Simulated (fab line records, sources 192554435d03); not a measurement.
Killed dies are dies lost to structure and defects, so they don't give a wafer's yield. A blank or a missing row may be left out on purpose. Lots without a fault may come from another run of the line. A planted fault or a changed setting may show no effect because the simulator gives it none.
Chamber matching | flow n5_finfet | N5_MOL_CONTACT_COAG_DESCUM_45 on rie_diel-03: 4 sister chambers
The step chemistry O2, time 7 s. 20 wafers are shown with their chamber, then 10 later ones without.

WAFERS WITH THEIR CHAMBER
wafer  | chamber | drypump_motor_current_A (A) | showerhead_plenum_p_Torr (Torr) | throttle_valve_pct (%)
L076.1 | 0       | 6.3                         | 2.17                            | 20.70
L076.4 | 1       | 4.8                         | 2.04                            | 20.05
L076.6 | 0       | 6.3                         | 2.17                            | 20.67
L084.2 | 3       | 5.8                         | 2.15                            | 20.46
L084.5 | 2       | 5.8                         | 1.99                            | 20.60
L084.6 | 1       | 4.8                         | 2.03                            | 20.09
L085.1 | 1       | 4.9                         | 2.03                            | 20.11
L085.4 | 2       | 5.8                         | 1.99                            | 20.60
L085.5 | 2       | 5.8                         | 1.99                            | 20.61
L086.2 | 1       | 4.8                         | 2.03                            | 20.09
L086.4 | 3       | 5.8                         | 2.15                            | 20.47
L086.6 | 3       | 5.8                         | 2.15                            | 20.45
L088.1 | 1       | 4.8                         | 2.03                            | 20.10
L088.2 | 3       | 5.8                         | 2.15                            | 20.46
L088.4 | 2       | 5.8                         | 1.98                            | 20.62
L091.3 | 1       | 4.8                         | 2.02                            | 20.13
L091.4 | 2       | 5.8                         | 1.98                            | 20.62
L091.6 | 1       | 4.8                         | 2.03                            | 20.12
L092.1 | 3       | 5.8                         | 2.15                            | 20.48
L092.2 | 2       | 5.8                         | 1.98                            | 20.64

SIGNATURES (means of the wafers above)
reading                  | chamber 0 | chamber 1 | chamber 2 | chamber 3 | scatter within a chamber
drypump_motor_current_A  | 6.300     | 4.814     | 5.800     | 5.800     | 0.0231
showerhead_plenum_p_Torr | 2.1700    | 2.0300    | 1.9850    | 2.1500    | 0.00468
throttle_valve_pct       | 20.6850   | 20.0986   | 20.6150   | 20.4640   | 0.0197
Rule: a wafer's distance from a chamber is the root of the sum, over the readings, of the square of ((its reading less the chamber's mean) divided by the reading's scatter). The wafer belongs to the nearest chamber; if the next one is less than 2 further off, it can't be placed. The scatter: the root of (the sum of the squares of (reading less its chamber's mean) over the shown wafers, divided by (wafers less chambers)).

WAFERS WITHOUT THEIR CHAMBER
wafer  | drypump_motor_current_A (A) | showerhead_plenum_p_Torr (Torr) | throttle_valve_pct (%)
L092.5 | 5.8                         | 2.15                            | 20.48
L093.4 | 5.7                         | 1.98                            | 20.63
L093.5 | 5.8                         | 1.98                            | 20.62
L093.6 | 5.8                         | 2.15                            | 20.49
L094.2 | 5.8                         | 1.98                            | 20.65
L094.3 | 5.8                         | 1.98                            | 20.65
L094.4 | 5.8                         | 2.15                            | 20.48
L095.1 | 5.8                         | 2.14                            | 20.49
L095.4 | 5.7                         | 1.98                            | 20.62
L095.5 | 4.8                         | 2.02                            | 20.13

WHICH CHAMBER EACH WENT THROUGH
wafer  | from the rows above | in truth
L092.5 | 3                   | 3
L093.4 | 2                   | 2
L093.5 | 2                   | 2
L093.6 | 3                   | 3
L094.2 | 2                   | 2
L094.3 | 2                   | 2
L094.4 | 3                   | 3
L095.1 | 3                   | 3
L095.4 | 2                   | 2
L095.5 | 1                   | 1
Placed correctly: 10 of 10. Can't be placed from these rows: 0. Placed wrongly: 0.
